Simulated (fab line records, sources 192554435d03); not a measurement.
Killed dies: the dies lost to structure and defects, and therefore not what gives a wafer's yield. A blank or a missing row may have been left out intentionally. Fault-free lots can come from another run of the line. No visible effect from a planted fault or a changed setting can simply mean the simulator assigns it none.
Chamber matching / flow n5Finfet / N5_GATE_CUT_ETCH_58 on rieDiel-05 has 4 sister chambers
The step etches SiNx in CH3F/O2, target depth 17 nm, time 128.6 s. 7 wafers are shown with their chamber, then 9 later ones without.

## WAFERS PAIRED WITH THEIR CHAMBERS
wafer=L076.3; chamber=2; throttleValvePct (%)=16.40; showerheadPlenumPTorr (Torr)=2.08
wafer=L082.3; chamber=1; throttleValvePct (%)=16.51; showerheadPlenumPTorr (Torr)=1.94
wafer=L081.3; chamber=0; throttleValvePct (%)=16.74; showerheadPlenumPTorr (Torr)=1.92
wafer=L081.5; chamber=3; throttleValvePct (%)=16.19; showerheadPlenumPTorr (Torr)=2.13
wafer=L084.1; chamber=3; throttleValvePct (%)=16.19; showerheadPlenumPTorr (Torr)=2.12
wafer=L084.2; chamber=1; throttleValvePct (%)=16.51; showerheadPlenumPTorr (Torr)=1.94
wafer=L084.4; chamber=0; throttleValvePct (%)=16.75; showerheadPlenumPTorr (Torr)=1.91

## WAFERS MISSING THEIR CHAMBER
wafer=L085.2; throttleValvePct (%)=16.43; showerheadPlenumPTorr (Torr)=2.07
wafer=L085.4; throttleValvePct (%)=16.76; showerheadPlenumPTorr (Torr)=1.91
wafer=L085.6; throttleValvePct (%)=16.78; showerheadPlenumPTorr (Torr)=1.91
wafer=L091.1; throttleValvePct (%)=16.78; showerheadPlenumPTorr (Torr)=1.91
wafer=L091.2; throttleValvePct (%)=16.20; showerheadPlenumPTorr (Torr)=2.12
wafer=L091.3; throttleValvePct (%)=16.56; showerheadPlenumPTorr (Torr)=1.93
wafer=L097.1; throttleValvePct (%)=16.82; showerheadPlenumPTorr (Torr)=1.90
wafer=L097.3; throttleValvePct (%)=16.59; showerheadPlenumPTorr (Torr)=1.93
wafer=L097.6; throttleValvePct (%)=16.24; showerheadPlenumPTorr (Torr)=2.11

## CHAMBER TAKEN BY EACH
wafer=L085.2; from the rows above=2; in truth=2
wafer=L085.4; from the rows above=0; in truth=0
wafer=L085.6; from the rows above=0; in truth=0
wafer=L091.1; from the rows above=0; in truth=0
wafer=L091.2; from the rows above=3; in truth=3
wafer=L091.3; from the rows above=1; in truth=1
wafer=L097.1; from the rows above=0; in truth=0
wafer=L097.3; from the rows above=1; in truth=1
wafer=L097.6; from the rows above=3; in truth=3
Placed correctly: 9 of 9. From these rows, 0 cannot be placed. Wrongly placed: 0.
How it was worked out, from the rows above alone: a wafer's distance from a chamber is the root of the sum, over the readings, of the square of ((its reading less the chamber's mean) divided by the reading's scatter). The wafer belongs to the nearest chamber; if the next one is less than 2 further off, it can't be placed. The mean given for a chamber averages the wafers shown for that chamber. The scatter: the root of (the sum of the squares of (reading less its chamber's mean) over the shown wafers, divided by (wafers less chambers)).
